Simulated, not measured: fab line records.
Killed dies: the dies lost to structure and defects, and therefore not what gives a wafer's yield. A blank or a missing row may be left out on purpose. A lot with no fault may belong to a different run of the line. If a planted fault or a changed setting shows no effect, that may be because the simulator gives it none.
Code-filled problem report in 8D (eight disciplines) form | flow n5Finfet | the parts of the form that need people (team, actions taken, sign-off) are left out

1. WHAT IS WRONG
M13_ILD_THK at N5_BEOL_M13_THK_MEAS_01 reads a mean of 517 nm on 1 wafer of 1 lot; wafers without a fault read 838 nm with a standard deviation of 9.4. That puts it -34 standard deviations away from the usual mean.
The first sign was on wafer L910.2 at day 14 12:53, on filmMetro-02. The record holds 29 wafers of 10 lots with a number at this step. By rule, "out" or "out of limits" means more than 4 standard deviations away from the usual mean. All remaining wafers that have a number are taken as sound.

2. WHAT IT IS, WHAT IT ISN'T
question                    | is                | is not
which readings at this step | M13_ILD_THK       | -
which lots                  | L910              | L898, L899, L902, L904, L914, L915, L916, L917, L918
which wafers of those lots  | L910.2            | L910.4
read on which gauges        | filmMetro-02      | filmMetro-01
when                        | from day 14 12:53 | up to then (13 sound wafers); but 15 sound wafers of L914, L915, L916, L917, L918 came after

3. WHAT RULES OUT EACH SUSPECT
Counting: any tool at a process step up to the reading remains a suspect provided it ran every lot that is out. Sound lots after the first of them don't rule it out here, since some wafers of a struck lot are sound.
- the gauge at N5_BEOL_M13_THK_MEAS_01 has been ruled out. All the wafers that are out were read on filmMetro-02, but those of them that N5_BEOL_M13_ILD_DEP_00 has rows for are out there too, on other tools.
- plasmaAsher-01 at N5_BEOL_M12_STRIP_37 (strips in N2/H2): kept. The lot that is out, L910, ran on it at day 14 10:22; the last sound lot it ran before that was L899, at day 11 23:43.
- pvdSputter-02 at N5_BEOL_M12_PRE_CLEAN_42 (time 30 s): kept. It ran the lot that is out, L910 (day 14 11:16).
- pecvd-02 at N5_BEOL_M13_ILD_DEP_00 (deposits SiOC from DEMS/O2, target thk 837.92 nm, time 166.4 s): kept. The lot that is out, L910, ran on it at day 14 12:44; the last sound lot it ran before that was L904, at day 13 09:56. Its own runLengthS readings are out on those wafers.
- Within plasmaAsher-01 at N5_BEOL_M12_STRIP_37, the wafers that are out were processed in chamber 1 and their sound lot-mates in chamber 0.
plasmaAsher-01 at N5_BEOL_M12_STRIP_37, pvdSputter-02 at N5_BEOL_M12_PRE_CLEAN_42 and pecvd-02 at N5_BEOL_M13_ILD_DEP_00 are what is left after counting.

4. THE CAUSE (what the simulator had put in)
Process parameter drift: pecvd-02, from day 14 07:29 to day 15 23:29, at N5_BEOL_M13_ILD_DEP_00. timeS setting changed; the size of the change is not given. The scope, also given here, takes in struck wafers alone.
After counting, 3 suspects remain, this tool included.

5. SEQUENCE OF EFFECTS, ordered by route
Rows list readings where the struck wafers' mean (over those with a number) sits beyond 3 standard deviations from the usual. Only readings for which the record gives a usual standard deviation are gone through. hours: the time from each lot's start at the first step in this table that gives one to its start at this step, as a median over the lots. sigmas: the change in usual standard deviations.
hours | step                    | reading              | usual      | on struck wafers | change | sigmas
0     | N5_BEOL_M13_ILD_DEP_00  | runLengthS           | 211.3 s    | 146.8            | -64.5  | -99 or more
0     | N5_BEOL_M13_THK_MEAS_01 | M13_ILD_THK          | 838 nm     | 517              | -321   | -34
1     | N5_BEOL_M13_STRIP_63    | oesProductAu         | 0.674 a.u. | 0.702            | +0.028 | +6.1
1     | N5_BEOL_M13_STRIP_63    | stripTimeToEndpointS | 27.9 s     | 54.0             | +26.1  | +28
It contains these process steps:
- N5_BEOL_M13_ILD_DEP_00: deposits SiOC from DEMS/O2, target thk 837.92 nm, time 166.4 s.
- N5_BEOL_M13_STRIP_63: strips in N2/H2.

6. WHAT WOULD HAVE CAUGHT IT SOONER
The first out-of-limits reading at a measuring or inspecting step in this record came at day 14 12:53, 5 hours after the fault's start at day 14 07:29.
Tool's own readings at N5_BEOL_M13_ILD_DEP_00, runLengthS: out on all struck wafers the step has rows for; an alarm limit on them would have tripped on the first.
By day 14 12:53 the whole set of lots that are out, 1 in number, had already begun N5_BEOL_M13_ILD_DEP_00 on pecvd-02. Had the tool been put on hold then, not one of them would have been saved.
